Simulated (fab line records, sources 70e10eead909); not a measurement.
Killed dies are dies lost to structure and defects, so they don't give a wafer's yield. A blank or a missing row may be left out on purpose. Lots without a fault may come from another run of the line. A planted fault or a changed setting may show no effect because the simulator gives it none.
Problem report in the 8D (eight disciplines) form, filled by code | flow nand_harc | the parts of the form that need people (team, actions taken, sign-off) are left out

1. THE PROBLEM
oes_product_au at NHARC_A_CHANNEL_HOLE_D1_ETCH_39 reads a mean of 0.867 a.u. on 5 wafers of 2 lots; wafers without a fault read 1.002 a.u. with a standard deviation of 0.011. That is -12 standard deviations from the usual mean.
The step: etches the open film in N2/H2, target depth 260 nm, time 325 s.
First seen on wafer L123.4, day 13 22:09, on rie_diel-10. The record holds 30 wafers of 10 lots with a number at this step. Rule for "out", or "out of limits": more than 4 standard deviations from the usual mean. The other wafers with a number count as sound.

2. WHAT IT IS AND WHAT IT IS NOT
question                    | is                                     | is not
which readings at this step | oes_product_au                         | bias_w, drypump_motor_current_A, rf_vpp_V, showerhead_plenum_p_Torr, throttle_valve_pct
which lots                  | L123, L124                             | L110, L111, L112, L117, L129, L131, L132, L133
which wafers of those lots  | L123.4, L123.6, L124.4, L124.5, L124.6 | L123.3
read on which tools         | rie_diel-10                            | rie_diel-01, rie_diel-04
when                        | from day 13 22:09                      | up to then (13 sound wafers); but 12 sound wafers of L129, L131, L132, L133 came after

3. SUSPECTS, AND WHAT RULES EACH OUT
Counting: a tool at a process step up to the reading stays a suspect if it ran every lot that is out. Sound lots after the first of them don't rule it out here, since some wafers of a struck lot are sound.
- rie_diel-10 at NHARC_A_CHANNEL_HOLE_D1_ETCH_39 (etches the open film in N2/H2, target depth 260 nm, time 325 s): kept. It ran every lot that is out, first L123 (day 13 22:09); its last sound lot up to then is L112 (day 8 23:04). Its own readings are out on those wafers: oes_product_au.
Left after counting: rie_diel-10 at NHARC_A_CHANNEL_HOLE_D1_ETCH_39.

4. THE CAUSE (what the simulator had put in)
Process parameter drift: rie_diel-10, from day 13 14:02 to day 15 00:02, at NHARC_A_CHANNEL_HOLE_D1_ETCH_39. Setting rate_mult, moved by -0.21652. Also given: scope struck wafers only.
Counting left only this tool.

5. THE CHAIN OF EFFECTS, in route order
Each row: a reading whose mean over the struck wafers that have a number lies more than 3 standard deviations from the usual. Only readings for which the record gives a usual standard deviation are gone through. hours: the time from each lot's start at the first step in this table that gives one to its start at this step, as a median over the lots. sigmas: the change in usual standard deviations.
hours | step                            | reading        | usual      | on struck wafers | change | sigmas
0     | NHARC_A_CHANNEL_HOLE_D1_ETCH_39 | oes_product_au | 1.002 a.u. | 0.867            | -0.135 | -12
The process steps in it:
- NHARC_A_CHANNEL_HOLE_D1_ETCH_39: etches the open film in N2/H2, target depth 260 nm, time 325 s.
Later measuring or inspecting steps at which every struck wafer that the step has a row for has a number for every such reading, and none has moved that far: NHARC_END_SORT_01.

6. WHAT WOULD HAVE CAUGHT IT SOONER
In this record the first reading out of limits was taken at day 13 22:09, 8 hours after the fault began at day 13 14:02.
